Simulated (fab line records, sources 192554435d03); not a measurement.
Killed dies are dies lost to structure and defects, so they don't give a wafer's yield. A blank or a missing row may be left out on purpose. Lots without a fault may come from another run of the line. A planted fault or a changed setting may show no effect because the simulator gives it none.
fab line records | flow n5_finfet
record lots=7 wafers=21
route steps=1938 shown BEOL_M0_SAQP@686 BEOL_M0_CUTY@701 BEOL_M1@757 BEOL_M3@937
start_h: hours from the record's first day to the start of the lot's first wafer shown | wait_h: hours since the lot's step before | " the same as in the row above | L1.1+2: a row that stands for several wafers | - no value, or no start given | * or withheld: withheld | < > ~ a bound
route shown NAME@n: a module of which the file shows steps, and the number in the route of the first | usual: mean/standard deviation of fault-free wafers | same: alike in all rows | chamber/n: place in a boat | sites: the reading at each site | _std_site: their standard deviation | _edge_site: outer sites' mean less inner sites' | radius_mm: how far each site lies from the wafer's centre | mask NAME#n: copy n | behind: the tool/chamber that last shaped the wafer | hold: why the lot was held/for how many hours/how that ended | device: the transistor (n, p or np) that didn't switch | end of line: the same wafers' tests at the end of the route | a step without rows: its recipe alone | killed: dies lost to structure and defects at the first sort, not the wafer's yield | map: a wafer's dies, x killed, . not, _ none there
set.NAME: the setting as run; set.NAME@STEP: as run at that earlier step | model.NAME: the simulator's own value behind a step, which no gauge read
lots whose settings were changed on purpose; a table a step, a row a wafer
## steps
# step N5_BEOL_M0_SAQP_EXPOSE_37
# recipe mask_id=M0_CUT1 na=0.33 source_shape=annular sigma_inner=0.35 sigma_outer=0.8 polarization=unpolarized target_cd_nm=30 dose_mj=44.75
# columns lot.wafer tool chamber start_h wait_h mask set.dose_mj
L075.3+5 euv_scanner-01 0 121.76 - M0_CUT1#0 44.75
L075.4 " 0 " " M0_CUT1#0 46.53
L080.2+5 euv_scanner-02 0 145.64 - M0_CUT1#0 41.91
L080.4 " 0 " " M0_CUT1#0 44.75
L082.1 euv_scanner-02 0 169.24 - M0_CUT1#0 47.45
L082.3+4 " 0 " " M0_CUT1#0 44.75
L086.4+6 euv_scanner-02 0 184.68 - M0_CUT1#0 44.75
L086.5 " 0 " " M0_CUT1#0 43.13
L092.2+4+5 euv_scanner-02 0 224.71 - M0_CUT1#0 44.75
L096.3+5 euv_scanner-02 0 243.61 - M0_CUT1#0 44.75
L096.4 " 0 " " M0_CUT1#0 47.58
L097.1+3 euv_scanner-02 0 249.52 - M0_CUT1#0 43.83
L097.5 " 0 " " M0_CUT1#0 44.75
# step N5_BEOL_M0_SAQP_PEB_38
# recipe peb_temp_c=100 peb_time_s=60 resist=CAR-EUV
# step N5_BEOL_M0_SAQP_DEVELOP_39
# recipe develop_time_s=30 developer=TMAH resist=CAR-EUV rinse_liquid=surfactant_rinse dry=air_spin dev_temp_c=23
# step N5_BEOL_M0_SAQP_CD_MEAS_40
# recipe target_cd_nm=30 landing_energy_ev=500 detector=se_inlens
# usual cd_nm=30.02/0.27
# columns lot.wafer tool chamber start_h wait_h set.dose_mj@BEOL_M0_SAQP_EXPOSE_37 cd_nm
L075.3 cd_sem-02 0 121.88 - 44.75 29.96
L075.4 " 0 " " 46.53 30.71
L075.5 " 0 " " 44.75 29.78
L080.2 cd_sem-02 0 145.77 - 41.91 28.57
L080.4 " 0 " " 44.75 30.15
L080.5 " 0 " " 41.91 28.49
L082.1 cd_sem-01 0 169.38 - 47.45 31.26
L082.3 " 0 " " 44.75 29.78
L082.4 " 0 " " 44.75 30.15
L086.4 cd_sem-02 0 184.80 - 44.75 30.27
L086.5 " 0 " " 43.13 29.25
L086.6 " 0 " " 44.75 29.85
L092.2 cd_sem-03 0 224.84 - 44.75 30.00
L092.4 " 0 " " 44.75 30.17
L092.5 " 0 " " 44.75 30.11
L096.3 cd_sem-02 0 243.73 - 44.75 30.09
L096.4 " 0 " " 47.58 31.63
L096.5 " 0 " " 44.75 30.23
L097.1 cd_sem-01 0 249.65 - 43.83 29.79
L097.3 " 0 " " 43.83 29.69
L097.5 " 0 " " 44.75 30.42
# step N5_BEOL_M0_SAQP_DESCUM_45
# recipe chemistry=O2 time_s=7 source_power_w=50 bias_power_w=20 pressure_mtorr=20 rf_frequency_hz=2.712e+07 temp_c=40 resist=CAR-EUV o2_flow_sccm=225
# columns lot.wafer tool chamber start_h wait_h set.dose_mj@BEOL_M0_SAQP_EXPOSE_37 model.BEOL_M0_SAQP.cd_nm
L075.3+5 rie_diel-03 1 122.00 0.0 44.75 30
L075.4 " 3 " " 46.53 31
L080.2 rie_diel-01 2 145.89 0.0 41.91 28.2
L080.4 " 0 " " 44.75 30.2
L080.5 " 1 " " 41.91 28.4
L082.1 rie_diel-04 2 169.50 0.0 47.45 31.4
L082.3 " 3 " " 44.75 29.8
L082.4 " 2 " " 44.75 30.2
L086.4 rie_diel-01 3 185.14 0.2 44.75 30
L086.5 " 2 " " 43.13 29.4
L086.6 " 3 " " 44.75 29.8
L092.2 rie_diel-03 2 225.19 0.3 44.75 29.8
L092.4 " 0 " " 44.75 30.2
L092.5 " 2 " " 44.75 30
L096.3+5 rie_diel-01 2,3 243.85 0.0 44.75 30.2
L096.4 " 3 " " 47.58 31.6
L097.1 rie_diel-04 1 249.78 0.0 43.83 29.8
L097.3 " 3 " " 43.83 29.6
L097.5 " 2 " " 44.75 30
# step N5_BEOL_M0_SAQP_ETCH_88
# recipe chemistry=N2/H2 target=underlayer target_depth_a=65 time_s=5.2 ion_energy_ev=200 mask_material=CAR-EUV pressure_mtorr=30 source_w=840 bias_w=150 n2_flow_sccm=200 h2_flow_sccm=200 ends=cleared
# step N5_BEOL_M0_SAQP_ETCH_73
# recipe chemistry=CF4 target=SiARC target_depth_a=195 mask_material=CAR-EUV time_s=32.5 ion_energy_ev=80 pressure_mtorr=40 source_w=545 bias_w=36 Ar_flow_sccm=100 cf4_flow_sccm=100 ends=cleared
# columns lot.wafer tool chamber start_h wait_h set.dose_mj@BEOL_M0_SAQP_EXPOSE_37 model.BEOL_M0_SAQP.cd_nm
L075.3+5 rie_diel-03 1 122.05 0.0 44.75 29.8
L075.4 " 3 " " 46.53 31.2
L080.2 rie_diel-01 2 145.94 0.0 41.91 28.2
L080.4 " 0 " " 44.75 30.2
L080.5 " 1 " " 41.91 28.4
L082.1 rie_diel-04 2 169.55 0.0 47.45 31.4
L082.3 " 3 " " 44.75 29.8
L082.4 " 2 " " 44.75 30.2
L086.4+6 rie_diel-01 3 185.19 0.0 44.75 30
L086.5 " 2 " " 43.13 29.4
L092.2 rie_diel-03 2 225.24 0.0 44.75 29.8
L092.4 " 0 " " 44.75 30.4
L092.5 " 2 " " 44.75 30.2
L096.3+5 rie_diel-01 2,3 243.90 0.0 44.75 30.2
L096.4 " 3 " " 47.58 31.8
L097.1 rie_diel-04 1 249.83 0.0 43.83 29.8
L097.3 " 3 " " 43.83 29.6
L097.5 " 2 " " 44.75 30.2
# step N5_BEOL_M0_SAQP_CUT_ETCH_46
# recipe chemistry=N2/H2 target=SOC target_depth_a=1350 overetch_a=270 temp_c=40 time_s=202.5 ion_energy_ev=200 mask_material=SiARC pressure_mtorr=30 source_w=840 bias_w=150 n2_flow_sccm=200 h2_flow_sccm=200
# step N5_BEOL_M0_SAQP_STRIP_74
# recipe chemistry=N2/H2 temp_c=40 n2_flow_sccm=200 h2_flow_sccm=200 rf_frequency_hz=6e+07
# step N5_BEOL_M0_SAQP_STRIP_89
# recipe chemistry=N2/H2 temp_c=40 n2_flow_sccm=200 h2_flow_sccm=200 rf_frequency_hz=6e+07
# step N5_BEOL_M0_SAQP_ALD_48
# recipe material=SiO2 target_thk_a=200 temp_c=100 ald_precursor_family=BDEAS ald_co_reactant=O2-plasma pulse_time_s=1 co_reactant_pulse_time_s=1 purge_time_s=2 co_reactant_purge_time_s=2 ald_cycles=139 pressure_torr=2
# step N5_BEOL_M0_SAQP_ETCH_49
# recipe chemistry=CF4/O2 target_depth_a=370 target=SiO2 pressure_mtorr=40 source_w=535 bias_w=49 Ar_flow_sccm=100 cf4_flow_sccm=100 O2_flow_sccm=10 ion_energy_ev=100
# columns lot.wafer tool chamber start_h wait_h set.spin_rpm@BEOL_M0_SAQP_COAT_69 set.dose_mj@BEOL_M0_SAQP_EXPOSE_37 model.SOC_of_BEOL_M0_SAQP_COAT_69.thk_nm model.BEOL_M0_SAQP.cd_nm
L075.3 rie_diel-03 1 123.46 0.3 1500 44.75 70.4 30
L075.4 " 2 " " 1500 46.53 70.6 31.2
L075.5 " 3 " " 1500 44.75 70.2 30
L080.2 rie_diel-04 1 146.71 0.3 1500 41.91 70.8 28.2
L080.4 " 2 " " 1500 44.75 71 30.6
L080.5 " 3 " " 1500 41.91 70.8 28
L082.1 rie_diel-03 1 170.32 0.3 1500 47.45 70.6 31
L082.3 " 0 " " 1500 44.75 70.6 29.4
L082.4 " 3 " " 1617 44.75 67 30
L086.4 rie_diel-04 1 185.95 0.3 1500 44.75 70.4 30.2
L086.5 " 0 " " 1500 43.13 70.8 29.4
L086.6 " 1 " " 1500 44.75 70.6 30.2
L092.2+5 rie_diel-01 3,0 226.00 0.3 1500 44.75 71.2 30.2
L092.4 " 2 " " 1500 44.75 71.4 30.8
L096.3 rie_diel-04 1 245.06 0.6 1500 44.75 70.6 30.4
L096.4 " 0 " " 1500 47.58 71 31.8
L096.5 " 1 " " 1500 44.75 70.4 30.6
L097.1 rie_diel-03 1 250.59 0.3 1500 43.83 70.4 29.4
L097.3 " 3 " " 1500 43.83 70.2 29
L097.5 " 3 " " 1651 44.75 66 29.8
# step N5_BEOL_M0_SAQP_STRIP_75
# recipe chemistry=CF4 resist=SiARC power_w=300 bias_power_w=75 pressure_mtorr=50 cf4_flow_sccm=150 rf_frequency_hz=6e+07
# step N5_BEOL_M0_CUTY_COAT_50
# recipe resist=SiARC temp_c=220 time_s=60 spin_rpm=1500 resist_thk_nm=15
# step N5_BEOL_M0_CUTY_DESCUM_61
# recipe chemistry=O2 time_s=7.9 source_power_w=50 bias_power_w=20 pressure_mtorr=20 rf_frequency_hz=2.712e+07 temp_c=40 resist=CAR-ArF-block o2_flow_sccm=225
# step N5_BEOL_M0_CUTY_ETCH_62
# recipe chemistry=CF4 target=SiARC mask_material=CAR-ArF-block time_s=58.5 ion_energy_ev=80 pressure_mtorr=40 source_w=545 bias_w=36 Ar_flow_sccm=100 cf4_flow_sccm=100 ends=cleared
# step N5_BEOL_M0_CUTY_ETCH_63
# recipe chemistry=N2/H2 target=SOC target_depth_a=827 overetch_a=165 mask_material=SiARC temp_c=40 ion_energy_ev=200 time_s=124 pressure_mtorr=30 source_w=840 bias_w=150 n2_flow_sccm=200 h2_flow_sccm=200
# columns lot.wafer tool chamber start_h wait_h set.spin_rpm@BEOL_M0_SAQP_COAT_69 model.etch.depth_nm
L075.3 rie_diel-05 1 124.00 0.0 1500 70.3
L075.4 " 2 " " 1500 70.51
L075.5 " 2 " " 1500 70.15
L080.2 rie_diel-02 1 148.16 0.0 1500 70.71
L080.4 " 3 " " 1500 71.07
L080.5 " 3 " " 1500 70.87
L082.1 rie_diel-05 3 171.08 0.0 1500 70.54
L082.3 " 1 " " 1500 70.57
L082.4 " 2 " " 1617 67.08
L086.4 rie_diel-05 1 186.62 0.0 1500 70.5
L086.5 " 0 " " 1500 70.84
L086.6 " 1 " " 1500 70.67
L092.2 rie_diel-06 3 226.68 0.0 1500 71.27
L092.4 " 1 " " 1500 71.36
L092.5 " 2 " " 1500 71.12
L096.3 rie_diel-02 3 245.59 0.0 1500 70.62
L096.4 " 0 " " 1500 71
L096.5 " 1 " " 1500 70.41
L097.1 rie_diel-06 1 251.36 0.0 1500 70.49
L097.3 " 2 " " 1500 70.17
L097.5 " 0 " " 1651 66.07
# step N5_BEOL_M1_COAT_73
# recipe resist=underlayer temp_c=205 time_s=60 spin_rpm=1500 resist_thk_nm=5
# columns lot.wafer tool chamber start_h wait_h set.spin_rpm
L075.3+4+5 litho_track-02 0 - - 1500
L080.2 litho_track-03 0 - - 1500
L080.4+5 " 0 " " 1550
L082.1+3 litho_track-03 0 - - 1500
L082.4 " 0 " " 1396
L086.4+5+6 litho_track-03 0 - - 1629
L092.2+4+5 litho_track-01 0 - - 1500
L096.3+4+5 litho_track-02 0 - - 1500
L097.1+5 litho_track-03 0 - - 1500
L097.3 " 0 " " 1401
# step N5_BEOL_M1_COAT_05
# recipe resist=CAR-EUV spin_rpm=1500 resist_thk_nm=30
# step N5_BEOL_M1_EBR_07
# recipe solvent=PGMEA ebr_width_mm=1.5
# step N5_BEOL_M1_DESCUM_16
# recipe chemistry=O2 time_s=7 source_power_w=50 bias_power_w=20 pressure_mtorr=20 rf_frequency_hz=2.712e+07 temp_c=40 resist=CAR-EUV o2_flow_sccm=225
# step N5_BEOL_M1_ETCH_74
# recipe chemistry=N2/H2 target=underlayer target_depth_a=65 mask_material=CAR-EUV time_s=5.2 ion_energy_ev=200 pressure_mtorr=30 source_w=840 bias_w=150 n2_flow_sccm=200 h2_flow_sccm=200 ends=cleared
# columns lot.wafer tool chamber start_h wait_h set.spin_rpm@BEOL_M1_COAT_73 model.etch.depth_nm
L075.3 rie_diel-01 1 130.24 0.0 1500 5
L075.4 " 2 " " 1500 5.01
L075.5 " 2 " " 1500 4.995
L080.2 rie_diel-04 1 159.23 0.0 1500 4.998
L080.4 " 2 " " 1550 4.928
L080.5 " 0 " " 1550 4.932
L082.1 rie_diel-04 2 181.04 0.0 1500 5.009
L082.3 " 0 " " 1500 5.005
L082.4 " 1 " " 1396 5.202
L086.4 rie_diel-04 0 192.87 0.0 1629 4.832
L086.5 " 3 " " 1629 4.819
L086.6 " 2 " " 1629 4.826
L092.2 rie_diel-04 1 239.16 0.0 1500 4.99
L092.4 " 0 " " 1500 5.015
L092.5 " 2 " " 1500 5.002
L096.3 rie_diel-04 2 250.79 0.0 1500 4.999
L096.4+5 " 0,2 " " 1500 4.996
L097.1 rie_diel-03 1 258.05 0.0 1500 5.022
L097.3 " 0 " " 1401 5.202
L097.5 " 2 " " 1500 5.011
# step N5_BEOL_M1_ETCH_64
# recipe chemistry=N2/H2 target=SOC target_depth_a=750 overetch_a=150 mask_material=SiARC temp_c=40 time_s=112.5 ion_energy_ev=200 pressure_mtorr=30 source_w=840 bias_w=150 n2_flow_sccm=200 h2_flow_sccm=200
# usual rf_vpp_V=523.8/2.3
# columns lot.wafer tool chamber start_h wait_h set.source_w rf_vpp_V
L075.3 rie_diel-01 1 130.29 0.0 840 521.5
L075.4 " 2 " " 840 524.0
L075.5 " 2 " " 840 522.6
L080.2 rie_diel-04 1 159.28 0.0 840 526.6
L080.4 " 2 " " 840 522.7
L080.5 " 0 " " 840 528.1
L082.1 rie_diel-04 2 181.08 0.0 840 522.7
L082.3 " 0 " " 840 528.0
L082.4 " 1 " " 840 527.3
L086.4 rie_diel-04 0 192.91 0.0 963.9 502.1
L086.5 " 3 " " 840 520.9
L086.6 " 2 " " 963.9 498.5
L092.2 rie_diel-04 1 239.20 0.0 840 526.9
L092.4 " 0 " " 840 525.9
L092.5 " 2 " " 840 522.7
L096.3 rie_diel-04 2 250.84 0.0 749.4 542.3
L096.4 " 0 " " 840 527.5
L096.5 " 2 " " 749.4 542.3
L097.1 rie_diel-03 1 258.10 0.0 840 523.2
L097.3 " 0 " " 718.2 551.5
L097.5 " 2 " " 718.2 546.7
# step N5_BEOL_M3_COAT_73
# recipe resist=underlayer temp_c=205 time_s=60 spin_rpm=1500 resist_thk_nm=5
# columns lot.wafer tool chamber start_h wait_h set.spin_rpm
L075.3 litho_track-05 0 - - 1432
L075.4+5 " 0 " " 1500
L080.2+4+5 litho_track-02 0 - - 1500
L082.1+4 litho_track-05 0 - - 1627
L082.3 " 0 " " 1500
L086.4+5+6 litho_track-05 0 - - 1612
L096.3+4+5 litho_track-05 0 - - 1500
L092.2+4+5 litho_track-02 0 - - 1500
L097.1+3+5 litho_track-05 0 - - 1500
# step N5_BEOL_M3_COAT_05
# recipe resist=CAR-EUV spin_rpm=1500 resist_thk_nm=30
# columns lot.wafer tool chamber start_h wait_h set.spin_rpm model.CAR-EUV_of_BEOL_M3_COAT_05.thk_nm
L075.3+4+5 litho_track-05 0 - - 1500 29.8
L080.2+4+5 litho_track-02 0 - - 1500 30
L082.1+3 litho_track-05 0 - - 1436 30.6
L082.4 " 0 " " 1500 30
L086.4+5 litho_track-05 0 - - 1662 28.4
L086.6 " 0 " " 1500 30
L096.3+4 litho_track-05 0 - - 1646 28.6
L096.5 " 0 " " 1500 30
L092.2+4+5 litho_track-02 0 - - 1500 30
L097.1+3+5 litho_track-05 0 - - 1500 30
# step N5_BEOL_M3_EBR_07
# recipe solvent=PGMEA ebr_width_mm=1.5
# step N5_BEOL_M3_SOFTBAKE_06
# recipe temp_c=110 time_s=60 resist=CAR-EUV
# step N5_BEOL_M3_EXPOSE_08
# recipe mask_id=M3 na=0.33 source_shape=dipole sigma_inner=0.369 sigma_outer=0.767 polarization=unpolarized dose_mj=33
# step N5_BEOL_M3_PEB_09
# recipe peb_temp_c=100 peb_time_s=60 resist=CAR-EUV
# step N5_BEOL_M3_DEVELOP_10
# recipe develop_time_s=30 developer=TMAH resist=CAR-EUV rinse_liquid=surfactant_rinse dry=air_spin dev_temp_c=23
# columns lot.wafer tool chamber start_h wait_h set.spin_rpm@BEOL_M3_COAT_05 model.CAR-EUV_of_BEOL_M3_COAT_05.thk_nm
L075.3+4+5 litho_track-05 0 - - 1500 29.4
L080.2+4+5 litho_track-03 0 - - 1500 29.6
L082.1 litho_track-02 0 - - 1436 30
L082.3 " 0 " " 1436 30.2
L082.4 " 0 " " 1500 29.4
L086.4+5 litho_track-05 0 - - 1662 28
L086.6 " 0 " " 1500 29.6
L096.3 litho_track-05 0 - - 1646 28
L096.4 " 0 " " 1646 28.2
L096.5 " 0 " " 1500 29.4
L092.2+5 litho_track-03 0 - - 1500 29.4
L092.4 " 0 " " 1500 29.6
L097.1+3+5 litho_track-02 0 - - 1500 29.6
# step N5_BEOL_M3_DESCUM_16
# recipe chemistry=O2 time_s=7 source_power_w=50 bias_power_w=20 pressure_mtorr=20 rf_frequency_hz=2.712e+07 temp_c=40 resist=CAR-EUV o2_flow_sccm=225
# step N5_BEOL_M3_ETCH_74
# recipe chemistry=N2/H2 target=underlayer target_depth_a=65 mask_material=CAR-EUV time_s=5.2 ion_energy_ev=200 pressure_mtorr=30 source_w=840 bias_w=150 n2_flow_sccm=200 h2_flow_sccm=200 ends=cleared
# columns lot.wafer tool chamber start_h wait_h set.spin_rpm@BEOL_M3_COAT_73 model.etch.depth_nm
L075.3 rie_diel-03 3 150.78 0.0 1432 5.128
L075.4 " 1 " " 1500 5.012
L075.5 " 3 " " 1500 5.018
L080.2 rie_diel-01 1 180.50 0.0 1500 4.981
L080.4 " 3 " " 1500 4.997
L080.5 " 3 " " 1500 4.996
L082.1 rie_diel-04 0 206.02 0.0 1627 4.787
L082.3 " 1 " " 1500 4.974
L082.4 " 3 " " 1627 4.777
L086.4 rie_diel-04 1 215.05 0.0 1612 4.815
L086.5 " 1 " " 1612 4.813
L086.6 " 0 " " 1612 4.808
L096.3 rie_diel-03 3 280.35 0.0 1500 5.003
L096.4 " 0 " " 1500 4.989
L096.5 " 3 " " 1500 5.004
L092.2 rie_diel-04 3 284.94 0.0 1500 5.019
L092.4 " 0 " " 1500 5.024
L092.5 " 3 " " 1500 5.016
L097.1 rie_diel-03 2 300.05 0.0 1500 4.979
L097.3 " 3 " " 1500 4.961
L097.5 " 0 " " 1500 4.981
## key
split step=N5_BEOL_M0_SAQP_EXPOSE_37 setting=dose_mj stated=44.75 by=wafer
response step=N5_BEOL_M0_SAQP_CD_MEAS_40 reading=cd_nm change=+0.234 per=1% r=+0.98
response step=N5_BEOL_M0_SAQP_DESCUM_45 reading=model.BEOL_M0_SAQP.cd_nm change=+0.239 per=1% r=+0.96
response step=N5_BEOL_M0_SAQP_ETCH_73 reading=model.BEOL_M0_SAQP.cd_nm change=+0.263 per=1% r=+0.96
response step=N5_BEOL_M0_SAQP_ETCH_49 reading=model.BEOL_M0_SAQP.cd_nm change=+0.273 per=1% r=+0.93
split step=N5_BEOL_M1_COAT_73 setting=spin_rpm stated=1500 by=wafer
response step=N5_BEOL_M1_ETCH_74 reading=model.etch.depth_nm change=-0.0273 per=1% r=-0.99
split step=N5_BEOL_M1_ETCH_64 setting=source_w stated=840 by=wafer
response step=N5_BEOL_M1_ETCH_64 reading=rf_vpp_V change=-1.54 per=1% r=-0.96
split step=N5_BEOL_M3_COAT_73 setting=spin_rpm stated=1500 by=wafer
response step=N5_BEOL_M3_ETCH_74 reading=model.etch.depth_nm change=-0.0232 per=1% r=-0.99
split step=N5_BEOL_M3_COAT_05 setting=spin_rpm stated=1500 by=wafer
response step=N5_BEOL_M3_COAT_05 reading=model.CAR-EUV_of_BEOL_M3_COAT_05.thk_nm change=-0.146 per=1% r=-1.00
response step=N5_BEOL_M3_DEVELOP_10 reading=model.CAR-EUV_of_BEOL_M3_COAT_05.thk_nm change=-0.143 per=1% r=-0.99
split outside_this_file step=N5_BEOL_M0_SAQP_COAT_69 setting=spin_rpm
# split outside_this_file: this setting was split too, and the file shows its column; the key of that split is in another file
